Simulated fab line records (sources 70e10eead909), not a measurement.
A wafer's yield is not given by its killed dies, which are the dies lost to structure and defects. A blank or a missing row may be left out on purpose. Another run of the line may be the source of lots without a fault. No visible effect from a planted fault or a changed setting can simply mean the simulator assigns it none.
Which tool did it? | flow nandHarc | 6 lots, 18 wafers sampled, at 2 steps of a route of 1302

== WHAT THE GAUGES READ, wafer by wafer ==
NHARC_P_ZERO_WELL_CD_MEAS_11: the cd target is 500 nm.
lot  | measured     | on       | cdNm (nm)
L600 | day 2 17:16  | cdSem-03 | 499.1 499.5 499.9
L602 | day 3 13:14  | cdSem-01 | 501.1 499.0 501.3
L604 | day 4 09:17  | cdSem-03 | 497.7 498.4 499.1
L608 | day 6 01:07  | cdSem-03 | 496.5 518.9 519.5
L614 | day 8 13:15  | cdSem-03 | 499.7 501.2 500.0
L620 | day 11 01:15 | cdSem-01 | 498.8 498.2 499.8

== WHAT TOOL EACH LOT RAN ON (gives the tool, then ch and the chambers of the sampled wafers, and finally the start) ==
lot  | NHARC_P_ZERO_WELL_PEB_09
L600 | lithoTrack-02 ch 0, day 2 17:10
L602 | lithoTrack-02 ch 0, day 3 13:09
L604 | lithoTrack-05 ch 0, day 4 09:11
L608 | lithoTrack-02 ch 0, day 6 01:02
L614 | lithoTrack-03 ch 0, day 8 13:10
L620 | lithoTrack-02 ch 0, day 11 01:10
- NHARC_P_ZERO_WELL_PEB_09: peb time 80 s.

== THE ANSWER, worked out from the rows above alone ==
Rule: what is usual is taken from the lots themselves. Put in order of their means at a reading, lots are off if they are a third of the lots or fewer, leave a main group of 4 or more, and stand apart from it by a gap of 3 or more times the standard deviation of the main group's means; of several such gaps the widest counts. A main group whose means are all the same, to the digits that the tables above print for the reading, isn't used. Also off: a lot with no number at a reading for which 4 or more lots have one. Any other lot the step has rows for is counted as sound.
Off: L608 (NHARC_P_ZERO_WELL_CD_MEAS_11, cdNm). The main group: mean 499.5 nm, standard deviation 0.79.
If a tool, at a process step before that reading, ran all the lots that are off and no sound lot after the first of them, it fits. The gauges at NHARC_P_ZERO_WELL_CD_MEAS_11 are tried like those tools. None of those tried fits.

== WHAT THE SIMULATOR HAD PUT IN ==
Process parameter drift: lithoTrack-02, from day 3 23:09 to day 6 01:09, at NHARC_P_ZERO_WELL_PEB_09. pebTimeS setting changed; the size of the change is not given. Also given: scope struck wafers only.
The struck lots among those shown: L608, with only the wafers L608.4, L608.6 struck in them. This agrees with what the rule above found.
